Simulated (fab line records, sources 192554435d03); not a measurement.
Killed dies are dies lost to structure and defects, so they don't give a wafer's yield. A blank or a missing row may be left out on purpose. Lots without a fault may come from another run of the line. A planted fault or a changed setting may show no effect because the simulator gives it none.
Chamber matching | flow n5_finfet | N5_BEOL_M3_ALD_84 on ald_metal-02: 4 sister chambers
The step deposits TaN, pulse time 2 s, purge time 3 s, co reactant purge time 2 s. 8 wafers are shown with their chamber, then 10 later ones without.

WAFERS WITH THEIR CHAMBER
wafer  | chamber | heater_power_w (W) | mfc_carrier_sccm (sccm)
L076.3 | 2       | 415                | 1504
L079.6 | 1       | 433                | 1499
L083.5 | 1       | 426                | 1506
L085.2 | 0       | 405                | 1494
L085.5 | 2       | 411                | 1507
L085.6 | 3       | 350                | 1495
L086.1 | 3       | 357                | 1498
L086.3 | 0       | 410                | 1498

WAFERS WITHOUT THEIR CHAMBER
wafer  | heater_power_w (W) | mfc_carrier_sccm (sccm)
L086.5 | 349                | 1505
L090.2 | 438                | 1498
L090.3 | 355                | 1503
L090.5 | 424                | 1497
L093.3 | 408                | 1493
L093.4 | 439                | 1493
L093.6 | 432                | 1499
L094.1 | 411                | 1496
L094.5 | 430                | 1497
L094.6 | 416                | 1503

WHICH CHAMBER EACH WENT THROUGH
wafer  | from the rows above          | in truth
L086.5 | 3                            | 3
L090.2 | 1                            | 1
L090.3 | 3                            | 3
L090.5 | can't be placed: 1 or 2 or 0 | 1
L093.3 | 0                            | 0
L093.4 | 1                            | 1
L093.6 | 1                            | 1
L094.1 | 0                            | 0
L094.5 | 1                            | 1
L094.6 | can't be placed: 2 or 0      | 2
Placed correctly: 8 of 10. Can't be placed from these rows: 2 (the true chamber is among the candidates in 2). Placed wrongly: 0.
How it was worked out, from the rows above alone: a wafer's distance from a chamber is the root of the sum, over the readings, of the square of ((its reading less the chamber's mean) divided by the reading's scatter). The wafer belongs to the nearest chamber; if the next one is less than 2 further off, it can't be placed. A chamber's mean is the mean of its shown wafers. The scatter: the root of (the sum of the squares of (reading less its chamber's mean) over the shown wafers, divided by (wafers less chambers)).
